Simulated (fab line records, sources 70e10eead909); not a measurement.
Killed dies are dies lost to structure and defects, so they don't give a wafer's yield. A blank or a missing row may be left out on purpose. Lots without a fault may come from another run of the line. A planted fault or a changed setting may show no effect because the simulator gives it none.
Which tool did it? | flow nand_harc | 19 lots, 57 wafers sampled, at 6 steps of a route of 1302

WHAT THE GAUGES READ, wafer by wafer
The record holds no reading of a measuring or inspecting step that can be judged against a usual standard deviation.

WHICH TOOL RAN EACH LOT (tool, then ch and the chambers of the sampled wafers, then the start)
lot  | NHARC_A_STAIRCASE_DESCUM_219       | NHARC_A_STAIRCASE_TRIM_222                    | NHARC_A_STAIRCASE_TRIM_224                    | NHARC_A_STAIRCASE_DESCUM_252       | NHARC_A_STAIRCASE_ETCH_451     | NHARC_A_STAIRCASE_ETCH_273
L074 | rie_diel-12 ch 0,1,3, day 15 23:04 | rie_diel-12 ch 1,2, day 16 05:39 or earlier   | rie_diel-12 ch 0,3, day 16 05:39 or earlier   | rie_diel-07 ch 0,1,3, day 16 05:39 | rie_diel-07 ch 2,3, no start   | rie_diel-07 ch 0,1,2, no start
L076 | rie_diel-07 ch 1,2,3, day 17 01:02 | rie_diel-07 ch 0,1,2, day 17 04:50 or earlier | rie_diel-07 ch 0,1,2, day 17 04:50 or earlier | rie_diel-04 ch 0,1,3, day 17 04:50 | rie_diel-07 ch 0,1,2, no start | rie_diel-07 ch 1,2,3, no start
L075 | rie_diel-07 ch 0,1, day 17 04:35   | rie_diel-07 ch 1,2, day 17 08:29 or earlier   | rie_diel-07 ch 0,3, day 17 08:29 or earlier   | rie_diel-12 ch 0,1, day 17 08:29   | rie_diel-12 ch 2,3, no start   | rie_diel-12 ch 0,3, no start
L077 | rie_diel-04 ch 0,1,2, day 17 14:52 | rie_diel-04 ch 1,2,3, day 17 18:39 or earlier | rie_diel-04 ch 0,1,3, day 17 18:39 or earlier | rie_diel-04 ch 1,2,3, day 17 18:39 | rie_diel-12 ch 0,2,3, no start | rie_diel-12 ch 0,2, no start
L078 | rie_diel-12 ch 1,2, day 17 21:05   | rie_diel-12 ch 2,3, day 18 01:04 or earlier   | rie_diel-12 ch 1,3, day 18 01:04 or earlier   | rie_diel-07 ch 1,3, day 18 01:04   | rie_diel-04 ch 0,2,3, no start | rie_diel-04 ch 2,3, no start
L080 | rie_diel-12 ch 2,3, day 18 19:02   | rie_diel-12 ch 0,1,3, day 19 01:46 or earlier | rie_diel-12 ch 0,3, day 19 01:46 or earlier   | rie_diel-07 ch 0,3, day 19 01:46   | rie_diel-07 ch 0,1,2, no start | rie_diel-07 ch 0,2,3, no start
L081 | rie_diel-04 ch 1,2, day 18 19:43   | rie_diel-04 ch 1,2,3, day 19 03:26 or earlier | rie_diel-04 ch 0,3, day 19 03:26 or earlier   | rie_diel-12 ch 1,3, day 19 03:26   | rie_diel-12 ch 0,1, no start   | rie_diel-12 ch 2,3, no start
L082 | rie_diel-07 ch 0,2,3, day 19 09:14 | rie_diel-07 ch 0,1,3, day 19 13:01 or earlier | rie_diel-07 ch 0,3, day 19 13:01 or earlier   | rie_diel-04 ch 0,2,3, day 19 13:01 | rie_diel-04 ch 0,2, no start   | rie_diel-04 ch 0,2, no start
L085 | rie_diel-04 ch 2,3, day 20 06:22   | rie_diel-04 ch 1,2, day 20 10:47 or earlier   | rie_diel-04 ch 1,3, day 20 10:47 or earlier   | rie_diel-12 ch 0,1,3, day 20 10:47 | rie_diel-04 ch 1,3, no start   | rie_diel-04 ch 0,3, no start
L083 | rie_diel-12 ch 0,1,3, day 20 06:41 | rie_diel-12 ch 0,3, day 20 13:14 or earlier   | rie_diel-12 ch 1,3, day 20 13:14 or earlier   | rie_diel-04 ch 1, day 20 13:14     | rie_diel-12 ch 2,3, no start   | rie_diel-12 ch 0,1,2, no start
L084 | rie_diel-04 ch 1,3, day 20 09:25   | rie_diel-04 ch 1,3, day 20 14:07 or earlier   | rie_diel-04 ch 1,3, day 20 14:07 or earlier   | rie_diel-04 ch 1,3, day 20 14:07   | rie_diel-04 ch 0,1, no start   | rie_diel-04 ch 0,1,3, no start
L088 | rie_diel-12 ch 0,1,3, day 22 08:54 | rie_diel-12 ch 0,2,3, day 22 12:47 or earlier | rie_diel-12 ch 0,2,3, day 22 12:47 or earlier | rie_diel-04 ch 1,2,3, day 22 12:47 | rie_diel-04 ch 0,2,3, no start | rie_diel-04 ch 1,3, no start
L089 | rie_diel-04 ch 0,1, day 22 10:11   | rie_diel-04 ch 1,2,3, day 22 14:01 or earlier | rie_diel-04 ch 0,1,2, day 22 14:01 or earlier | rie_diel-04 ch 1,2, day 22 14:01   | rie_diel-07 ch 0,1,3, no start | rie_diel-07 ch 0,1,3, no start
L090 | rie_diel-12 ch 0,2, day 23 02:43   | rie_diel-12 ch 0,1,3, day 23 06:40 or earlier | rie_diel-12 ch 1,3, day 23 06:40 or earlier   | rie_diel-07 ch 2,3, day 23 06:40   | rie_diel-12 ch 0,1,2, no start | rie_diel-12 ch 1,2,3, no start
L092 | rie_diel-12 ch 0,2, day 23 16:43   | rie_diel-12 ch 0,1,3, day 23 20:23 or earlier | rie_diel-12 ch 0,2,3, day 23 20:23 or earlier | rie_diel-04 ch 2,3, day 23 20:23   | rie_diel-04 ch 1,2,3, no start | rie_diel-04 ch 1,2,3, no start
L093 | rie_diel-12 ch 0,2,3, day 23 20:41 | rie_diel-12 ch 0,1,3, day 24 00:22 or earlier | rie_diel-12 ch 0,1,3, day 24 00:22 or earlier | rie_diel-12 ch 0,2,3, day 24 00:22 | rie_diel-12 ch 0,1,2, no start | rie_diel-12 ch 1,2,3, no start
L095 | rie_diel-04 ch 2,3, day 25 00:09   | rie_diel-04 ch 1,2,3, day 25 04:19 or earlier | rie_diel-04 ch 1,2,3, day 25 04:19 or earlier | rie_diel-04 ch 0,1, day 25 04:19   | rie_diel-04 ch 0,1,2, no start | rie_diel-04 ch 0,1,2, no start
L097 | rie_diel-12 ch 1,2, day 25 14:50   | rie_diel-12 ch 1,2, day 25 21:21 or earlier   | rie_diel-12 ch 0,3, day 25 21:21 or earlier   | rie_diel-07 ch 1,2, day 25 21:21   | rie_diel-07 ch 0,1,3, no start | rie_diel-07 ch 0,3, no start
L096 | rie_diel-12 ch 0,3, day 25 15:19   | rie_diel-12 ch 0,2,3, day 25 22:01 or earlier | rie_diel-12 ch 2,3, day 25 22:01 or earlier   | rie_diel-07 ch 0,1,2, day 25 22:01 | rie_diel-04 ch 1,3, no start   | rie_diel-04 ch 0,1, no start
- NHARC_A_STAIRCASE_DESCUM_219: chemistry O2, time 3 s.
- NHARC_A_STAIRCASE_TRIM_222: chemistry O2, time 211.2 s.
- NHARC_A_STAIRCASE_TRIM_224: chemistry O2, time 211.2 s.
- NHARC_A_STAIRCASE_DESCUM_252: chemistry O2, time 3 s.
- NHARC_A_STAIRCASE_ETCH_451: etches the open film in CF4/O2, target depth 30 nm, overetch 3 nm, time 16.5 s.
- NHARC_A_STAIRCASE_ETCH_273: etches the open film in C4F8/O2/Ar, target depth 10200 nm, time 2468.6 s.

WHAT THE TOOLS THEMSELVES READ (means of the sampled wafers that have a number; where no wafer has one, the mark that the record gives instead)
NHARC_A_STAIRCASE_DESCUM_219. Usual: drypump_motor_current_A 5.8 A, standard deviation 0.41; o2_flow_sccm 199.9 sccm, standard deviation 0.63; oes_product_au 1.000 a.u., standard deviation 0.0082; rf_vpp_V 57.7 V, standard deviation 0.87; showerhead_plenum_p_Torr 1.86 Torr, standard deviation 0.081; throttle_valve_pct 11.312 %, standard deviation 0.0094.
lot  | tool        | drypump_motor_current_A (A) | o2_flow_sccm (sccm) | oes_product_au (a.u.) | rf_vpp_V (V) | showerhead_plenum_p_Torr (Torr) | throttle_valve_pct (%) | flag
L074 | rie_diel-12 | 5.8                         | 200.6               | 0.991                 | 57.5         | 1.85                            | 11.309                 |
L076 | rie_diel-07 | 5.5                         | 199.9               | 0.996                 | 57.0         | 1.86                            | 11.307                 |
L075 | rie_diel-07 | 5.6                         | 199.6               | 0.998                 | 57.2         | 1.83                            | 11.315                 |
L077 | rie_diel-04 | 5.7                         | 200.0               | 1.002                 | 57.8         | 1.92                            | 11.307                 |
L078 | rie_diel-12 | 5.5                         | 200.4               | 0.997                 | 58.3         | 1.85                            | 11.313                 |
L080 | rie_diel-12 | 5.8                         | 200.6               | 0.994                 | 57.2         | 1.83                            | 11.308                 |
L081 | rie_diel-04 | 5.7                         | 200.2               | 0.988                 | 57.3         | 1.96                            | 11.318                 |
L082 | rie_diel-07 | 5.5                         | 199.8               | 1.005                 | 57.7         | 1.83                            | 11.309                 |
L085 | rie_diel-04 | 6.1                         | 199.9               | 1.004                 | 59.0         | 1.90                            | 11.325                 |
L083 | rie_diel-12 | 5.8                         | 199.8               | 1.001                 | 57.3         | 1.84                            | 11.311                 |
L084 | rie_diel-04 | 5.9                         | 198.8               | 0.998                 | 58.2         | 2.00                            | 11.315                 |
L088 | rie_diel-12 | 5.8                         | 200.1               | 1.009                 | 57.0         | 1.83                            | 11.316                 |
L089 | rie_diel-04 | 5.7                         | 200.7               | 1.002                 | 58.3         | 1.96                            | 11.311                 |
L090 | rie_diel-12 | 6.4                         | 200.6               | 1.007                 | 57.7         | 1.80                            | 11.297                 |
L092 | rie_diel-12 | 6.2                         | 199.7               | 1.006                 | 58.2         | 1.80                            | 11.314                 |
L093 | rie_diel-12 | 6.1                         | 199.9               | 1.004                 | 56.5         | 1.81                            | 11.312                 |
L095 | rie_diel-04 | 5.8                         | 199.0               | 0.988                 | 58.6         | 1.89                            | 11.302                 |
L097 | rie_diel-12 | 5.4                         | 200.1               | 1.008                 | 58.0         | 1.83                            | 11.316                 |
L096 | rie_diel-12 | 6.3                         | 200.4               | 1.004                 | 57.7         | 1.81                            | 11.317                 |

NHARC_A_STAIRCASE_TRIM_222. Usual: drypump_motor_current_A 5.8 A, standard deviation 0.41; o2_flow_sccm 500.3 sccm, standard deviation 1.4; oes_product_au 1.000 a.u., standard deviation 0.008; rf_vpp_V 57.5 V, standard deviation 0.91; showerhead_plenum_p_Torr 3.45 Torr, standard deviation 0.14; throttle_valve_pct 17.037 %, standard deviation 0.0094.
lot  | tool        | drypump_motor_current_A (A) | o2_flow_sccm (sccm) | oes_product_au (a.u.) | rf_vpp_V (V) | showerhead_plenum_p_Torr (Torr) | throttle_valve_pct (%) | flag
L074 | rie_diel-12 | 5.7                         | 500.2               | 0.997                 | 56.4         | 3.40                            | 17.040                 |
L076 | rie_diel-07 | 5.5                         | 501.5               | 0.998                 | 56.6         | 3.36                            | 17.037                 |
L075 | rie_diel-07 | 5.5                         | 501.5               | 0.995                 | 57.0         | 3.39                            | 17.043                 |
L077 | rie_diel-04 | 5.9                         | 500.3               | 0.997                 | 57.6         | 3.61                            | 17.029                 |
L078 | rie_diel-12 | 5.9                         | 498.9               | 0.999                 | 56.4         | 3.39                            | 17.045                 |
L080 | rie_diel-12 | 5.8                         | 500.4               | 0.992                 | 57.4         | 3.41                            | 17.040                 |
L081 | rie_diel-04 | 5.9                         | 498.5               | 0.997                 | 58.6         | 3.61                            | 17.034                 |
L082 | rie_diel-07 | 5.6                         | 499.5               | 1.004                 | 57.5         | 3.41                            | 17.036                 |
L085 | rie_diel-04 | 5.7                         | 499.3               | 1.006                 | 58.6         | 3.70                            | 17.039                 |
L083 | rie_diel-12 | 6.1                         | 500.9               | 1.018                 | 57.7         | 3.38                            | 17.038                 |
L084 | rie_diel-04 | 6.1                         | 500.6               | 1.002                 | 57.9         | 3.58                            | 17.034                 |
L088 | rie_diel-12 | 6.2                         | 499.5               | 1.010                 | 57.0         | 3.36                            | 17.034                 |
L089 | rie_diel-04 | 5.9                         | 499.7               | 1.000                 | 58.1         | 3.59                            | 17.033                 |
L090 | rie_diel-12 | 5.8                         | 499.4               | 1.001                 | 56.9         | 3.39                            | 17.032                 |
L092 | rie_diel-12 | 5.8                         | 500.6               | 1.002                 | 57.4         | 3.38                            | 17.034                 |
L093 | rie_diel-12 | 5.8                         | 501.9               | 1.003                 | 57.9         | 3.38                            | 17.044                 |
L095 | rie_diel-04 | 5.9                         | 501.0               | 0.997                 | 57.7         | 3.58                            | 17.037                 |
L097 | rie_diel-12 | 5.8                         | 500.0               | 0.999                 | 57.7         | 3.36                            | 17.039                 |
L096 | rie_diel-12 | 6.2                         | 499.8               | 1.011                 | 58.6         | 3.35                            | 17.042                 |

NHARC_A_STAIRCASE_TRIM_224. Usual: drypump_motor_current_A 5.8 A, standard deviation 0.42; o2_flow_sccm 500.0 sccm, standard deviation 1.4; oes_product_au 1.000 a.u., standard deviation 0.0083; rf_vpp_V 57.6 V, standard deviation 0.86; showerhead_plenum_p_Torr 3.44 Torr, standard deviation 0.14; throttle_valve_pct 17.037 %, standard deviation 0.0082.
lot  | tool        | drypump_motor_current_A (A) | o2_flow_sccm (sccm) | oes_product_au (a.u.) | rf_vpp_V (V) | showerhead_plenum_p_Torr (Torr) | throttle_valve_pct (%) | flag
L074 | rie_diel-12 | 6.0                         | 500.5               | 0.999                 | 57.1         | 3.40                            | 17.037                 |
L076 | rie_diel-07 | 5.6                         | 499.6               | 0.999                 | 57.1         | 3.36                            | 17.037                 |
L075 | rie_diel-07 | 5.5                         | 498.6               | 0.997                 | 58.3         | 3.36                            | 17.030                 |
L077 | rie_diel-04 | 5.9                         | 501.3               | 1.000                 | 58.2         | 3.53                            | 17.043                 |
L078 | rie_diel-12 | 5.4                         | 500.4               | 0.988                 | 57.4         | 3.44                            | 17.038                 |
L080 | rie_diel-12 | 6.0                         | 499.9               | 1.004                 | 58.0         | 3.39                            | 17.028                 |
L081 | rie_diel-04 | 5.8                         | 500.4               | 1.000                 | 57.1         | 3.35                            | 17.042                 |
L082 | rie_diel-07 | 5.5                         | 499.9               | 1.007                 | 57.7         | 3.35                            | 17.031                 |
L085 | rie_diel-04 | 6.1                         | 499.7               | 1.008                 | 57.3         | 3.58                            | 17.045                 |
L083 | rie_diel-12 | 5.5                         | 501.5               | 0.998                 | 57.2         | 3.42                            | 17.047                 |
L084 | rie_diel-04 | 6.1                         | 500.0               | 0.998                 | 57.4         | 3.58                            | 17.033                 |
L088 | rie_diel-12 | 6.1                         | 500.9               | 1.003                 | 57.2         | 3.36                            | 17.039                 |
L089 | rie_diel-04 | 5.7                         | 500.2               | 1.003                 | 57.6         | 3.52                            | 17.039                 |
L090 | rie_diel-12 | 5.6                         | 500.2               | 1.002                 | 57.3         | 3.41                            | 17.031                 |
L092 | rie_diel-12 | 6.1                         | 499.4               | 1.008                 | 57.6         | 3.35                            | 17.041                 |
L093 | rie_diel-12 | 5.8                         | 500.1               | 1.001                 | 58.8         | 3.38                            | 17.036                 |
L095 | rie_diel-04 | 6.0                         | 498.8               | 0.993                 | 58.1         | 3.58                            | 17.033                 |
L097 | rie_diel-12 | 6.3                         | 499.3               | 1.008                 | 57.8         | 3.35                            | 17.033                 |
L096 | rie_diel-12 | 5.9                         | 500.0               | 1.009                 | 57.5         | 3.35                            | 17.035                 |

NHARC_A_STAIRCASE_DESCUM_252. Usual: drypump_motor_current_A 5.7 A, standard deviation 0.35; o2_flow_sccm 200.1 sccm, standard deviation 0.59; oes_product_au 0.999 a.u., standard deviation 0.0075; rf_vpp_V 57.6 V, standard deviation 0.87; showerhead_plenum_p_Torr 1.89 Torr, standard deviation 0.095; throttle_valve_pct 11.312 %, standard deviation 0.0099.
lot  | tool        | drypump_motor_current_A (A) | o2_flow_sccm (sccm) | oes_product_au (a.u.) | rf_vpp_V (V) | showerhead_plenum_p_Torr (Torr) | throttle_valve_pct (%) | flag
L074 | rie_diel-07 | 5.5                         | 199.9               | 1.010                 | 57.0         | 1.85                            | 11.305                 |
L076 | rie_diel-04 | 5.9                         | 199.9               | 1.003                 | 57.8         | 1.91                            | 11.310                 |
L075 | rie_diel-12 | 5.7                         | 200.7               | 0.999                 | 57.0         | 1.85                            | 11.308                 |
L077 | rie_diel-04 | 5.9                         | 200.9               | 0.994                 | 58.7         | 1.96                            | 11.320                 |
L078 | rie_diel-07 | 5.6                         | 199.9               | 1.000                 | 56.6         | 1.88                            | 11.310                 |
L080 | rie_diel-07 | 5.5                         | 199.8               | 1.011                 | 58.0         | 1.86                            | 11.319                 |
L081 | rie_diel-12 | 5.3                         | 200.2               | 0.997                 | 58.3         | 1.86                            | 11.308                 |
L082 | rie_diel-04 | 5.9                         | 200.0               | 0.990                 | 57.7         | 1.86                            | 11.311                 |
L085 | rie_diel-12 | 5.8                         | 199.5               | 1.002                 | 58.4         | 1.84                            | 11.315                 |
L083 | rie_diel-04 | 5.8                         | 199.7               | 1.009                 | 58.3         | 2.06                            | 11.302                 |
L084 | rie_diel-04 | 5.9                         | 200.3               | 0.998                 | 58.7         | 2.00                            | 11.320                 |
L088 | rie_diel-04 | 5.9                         | 201.0               | 1.003                 | 58.6         | 1.95                            | 11.312                 |
L089 | rie_diel-04 | 5.7                         | 200.3               | 0.998                 | 58.1         | 1.96                            | 11.318                 |
L090 | rie_diel-07 | 5.4                         | 200.3               | 0.993                 | 57.9         | 1.87                            | 11.304                 |
L092 | rie_diel-04 | 6.1                         | 199.2               | 0.998                 | 57.0         | 1.89                            | 11.312                 |
L093 | rie_diel-12 | 6.1                         | 200.2               | 1.010                 | 57.8         | 1.81                            | 11.308                 |
L095 | rie_diel-04 | 5.7                         | 199.9               | 1.006                 | 58.0         | 2.06                            | 11.311                 |
L097 | rie_diel-07 | 5.6                         | 200.2               | 0.999                 | 57.5         | 1.83                            | 11.319                 |
L096 | rie_diel-07 | 5.5                         | 200.0               | 0.989                 | 57.3         | 1.90                            | 11.314                 |

NHARC_A_STAIRCASE_ETCH_451. Usual: drypump_motor_current_A 5.7 A, standard deviation 0.37; o2_flow_sccm 20.01 sccm, standard deviation 0.061; oes_f_703_au 1.000 a.u., standard deviation 0.0046; oes_product_au 0.998 a.u., standard deviation 0.0081; rf_vpp_V 197.3 V, standard deviation 1.5; showerhead_plenum_p_Torr 1.31 Torr, standard deviation 0.063; throttle_valve_pct 13.397 %, standard deviation 0.0095.
lot  | tool        | drypump_motor_current_A (A) | o2_flow_sccm (sccm) | oes_f_703_au (a.u.) | oes_product_au (a.u.) | rf_vpp_V (V) | showerhead_plenum_p_Torr (Torr) | throttle_valve_pct (%) | flag
L074 | rie_diel-07 | 5.5                         | 20.04               | 0.999               | 1.006                 | 196.4        | 1.31                            | 13.386                 |
L076 | rie_diel-07 | 5.5                         | 20.02               | 1.003               | 0.993                 | 195.8        | 1.27                            | 13.391                 |
L075 | rie_diel-12 | 5.9                         | 20.03               | 0.998               | 0.984                 | 196.4        | 1.28                            | 13.402                 |
L077 | rie_diel-12 | 6.1                         | 20.00               | 0.998               | 0.995                 | 196.4        | 1.28                            | 13.394                 |
L078 | rie_diel-04 | 5.8                         | 20.00               | 1.004               | 0.992                 | 197.6        | 1.30                            | 13.391                 |
L080 | rie_diel-07 | 5.5                         | 19.99               | 1.002               | 0.996                 | 196.9        | 1.27                            | 13.405                 |
L081 | rie_diel-12 | 5.6                         | 20.03               | 0.998               | 0.997                 | 197.6        | 1.29                            | 13.416                 |
L082 | rie_diel-04 | 5.7                         | 20.00               | 1.003               | 0.990                 | 197.3        | 1.30                            | 13.397                 |
L085 | rie_diel-04 | 6.1                         | 20.04               | 1.002               | 0.998                 | 197.9        | 1.36                            | 13.398                 |
L083 | rie_diel-12 | 5.9                         | 19.99               | 1.001               | 0.993                 | 195.7        | 1.27                            | 13.395                 |
L084 | rie_diel-04 | 5.6                         | 19.95               | 1.003               | 1.000                 | 197.5        | 1.31                            | 13.394                 |
L088 | rie_diel-04 | 5.9                         | 20.04               | 0.996               | 1.002                 | 197.0        | 1.29                            | 13.398                 |
L089 | rie_diel-07 | 5.5                         | 20.04               | 1.001               | 0.998                 | 197.6        | 1.35                            | 13.392                 |
L090 | rie_diel-12 | 5.9                         | 20.01               | 1.001               | 0.997                 | 197.2        | 1.27                            | 13.404                 |
L092 | rie_diel-04 | 5.9                         | 20.01               | 1.000               | 1.002                 | 198.3        | 1.36                            | 13.392                 |
L093 | rie_diel-12 | 5.9                         | 19.91               | 0.999               | 0.996                 | 197.2        | 1.27                            | 13.409                 |
L095 | rie_diel-04 | 5.7                         | 20.04               | 0.998               | 1.002                 | 199.5        | 1.40                            | 13.386                 |
L097 | rie_diel-07 | 5.5                         | 20.02               | 0.999               | 0.998                 | 198.5        | 1.35                            | 13.389                 |
L096 | rie_diel-04 | 6.1                         | 19.95               | 0.998               | 0.996                 | 197.7        | 1.35                            | 13.399                 |

NHARC_A_STAIRCASE_ETCH_273. Usual: oes_product_au 0.935 a.u., standard deviation 0.0097; rf_vpp_V 1823 V, standard deviation 12.
lot  | tool        | oes_product_au (a.u.) | rf_vpp_V (V) | flag
L074 | rie_diel-07 | 0.944                 | 1815         |
L076 | rie_diel-07 | 0.944                 | 1820         |
L075 | rie_diel-12 | 0.934                 | 1816         |
L077 | rie_diel-12 | 0.932                 | 1814         |
L078 | rie_diel-04 | 0.926                 | 1825         |
L080 | rie_diel-07 | 0.935                 | 1816         |
L081 | rie_diel-12 | 0.935                 | 1816         |
L082 | rie_diel-04 | 0.924                 | 1820         |
L085 | rie_diel-04 | 0.930                 | 1817         |
L083 | rie_diel-12 | 0.940                 | 1816         |
L084 | rie_diel-04 | 0.927                 | 1825         |
L088 | rie_diel-04 | 0.942                 | 1838         |
L089 | rie_diel-07 | 0.929                 | 1830         |
L090 | rie_diel-12 | 0.944                 | 1817         |
L092 | rie_diel-04 | 0.942                 | 1831         |
L093 | rie_diel-12 | 0.933                 | 1816         |
L095 | rie_diel-04 | 0.933                 | 1838         |
L097 | rie_diel-07 | 0.934                 | 1831         |
L096 | rie_diel-04 | 0.937                 | 1846         |

THE ANSWER, worked out from the rows above alone
Rule: a lot is off if the mean of its wafers that have a number lies more than 3 standard deviations from the usual mean. A lot without any number at a reading at which 4 lots or more have one is off too. The other lots that the step has rows for count as sound. The gauges are gone through in route order, then the tools' own readings, and for those a lot's mean is taken as printed above. The first step at which some lot is off is used, and at that step the reading that is off furthest; a lot without a number counts as furthest.
No lot is off at any reading shown: from this, nothing can be told.

WHAT THE SIMULATOR HAD PUT IN
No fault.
